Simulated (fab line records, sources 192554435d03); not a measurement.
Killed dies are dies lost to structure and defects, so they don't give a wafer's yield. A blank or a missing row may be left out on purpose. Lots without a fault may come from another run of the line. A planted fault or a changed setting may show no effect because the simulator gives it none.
Which tool did it? | flow n5_finfet | 7 lots, 18 wafers sampled, at 5 steps of a route of 1938

WHAT THE GAUGES READ, wafer by wafer
N5_BEOL_M4_THK_MEAS_01.
lot  | measured     | on            | M4_ILD_THK (nm)
L890 | day 7 10:13  | film_metro-01 | 80.8 80.7 81.8
L892 | day 8 01:32  | film_metro-01 | 78.8 80.3
L895 | day 8 18:28  | film_metro-02 | 78.4 78.8 80.4
L896 | day 9 06:13  | film_metro-02 | 78.5 81.6 80.6
L902 | day 10 17:18 | film_metro-02 | 79.9 54.5
L906 | day 11 20:50 | film_metro-01 | 54.6 78.5
L911 | day 12 21:57 | film_metro-01 | 78.6 78.6 79.8

WHICH TOOL RAN EACH LOT (tool, then ch and the chambers of the sampled wafers, then the start)
lot  | N5_BEOL_M3_ANNEAL_87         | N5_BEOL_M3_ANNEAL_93         | N5_BEOL_M3_DEP_57              | N5_BEOL_M4_ILD_DEP_00
L890 | pvd_sputter-03, day 7 07:59  | pvd_sputter-03, day 7 08:38  | pecvd-02 ch 0,1,2, day 7 09:59 | pecvd-04 ch 1,2, day 7 10:08
L892 | pvd_sputter-01, day 7 23:16  | pvd_sputter-01, day 7 23:55  | pecvd-02 ch 1,2, day 8 01:20   | pecvd-03 ch 2, day 8 01:28
L895 | pvd_sputter-03, day 8 16:05  | pvd_sputter-03, day 8 16:45  | pecvd-01 ch 1,2, day 8 18:16   | pecvd-01 ch 0,2, day 8 18:24
L896 | pvd_sputter-03, day 9 03:47  | pvd_sputter-03, day 9 04:27  | pecvd-04 ch 0,1,2, day 9 06:01 | pecvd-04 ch 0,1,2, day 9 06:08
L902 | pvd_sputter-01, day 10 15:05 | pvd_sputter-01, day 10 15:44 | pecvd-02 ch 0,1, day 10 17:06  | pecvd-03 ch 0,1, day 10 17:14
L906 | pvd_sputter-03, day 11 18:37 | pvd_sputter-03, day 11 19:17 | pecvd-01 ch 0,1, day 11 20:38  | pecvd-03 ch 0,2, day 11 20:46
L911 | pvd_sputter-01, day 12 19:45 | pvd_sputter-01, day 12 20:25 | pecvd-04 ch 1,2, day 12 21:45  | pecvd-04 ch 0,1, day 12 21:53
- N5_BEOL_M3_ANNEAL_87: time 240 s.
- N5_BEOL_M3_ANNEAL_93: time 240 s.
- N5_BEOL_M3_DEP_57: deposits SiCN from 3MS/NH3, target thk 8 nm, time 14 s.
- N5_BEOL_M4_ILD_DEP_00: deposits SiOC from DEMS/O2, target thk 79 nm, time 15.3 s.

THE ANSWER, worked out from the rows above alone
Rule: what is usual is taken from the lots themselves. Put in order of their means at a reading, lots are off if they are a third of the lots or fewer, leave a main group of 4 or more, and stand apart from it by a gap of 3 or more times the standard deviation of the main group's means; of several such gaps the widest counts. A main group whose means are all the same, to the digits that the tables above print for the reading, isn't used. A lot without any number at a reading at which 4 lots or more have one is off too. The other lots that the step has rows for count as sound.
Off: L902, L906, at N5_BEOL_M4_THK_MEAS_01 (M4_ILD_THK). The main group: mean 79.8 nm, standard deviation 0.77.
A tool fits if, at a process step before that reading, it ran every lot that is off, and no sound lot after the first of them. The gauges at N5_BEOL_M4_THK_MEAS_01 are tried like those tools. One fits: pecvd-03 at N5_BEOL_M4_ILD_DEP_00. Its last sound lot is L892 (day 8 01:28), its first lot that is off L902 (day 10 17:14): a fault that began between those two fits.

WHAT THE SIMULATOR HAD PUT IN
Process parameter drift: pecvd-03, from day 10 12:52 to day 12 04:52, at N5_BEOL_M4_ILD_DEP_00. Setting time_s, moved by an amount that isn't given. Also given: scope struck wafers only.
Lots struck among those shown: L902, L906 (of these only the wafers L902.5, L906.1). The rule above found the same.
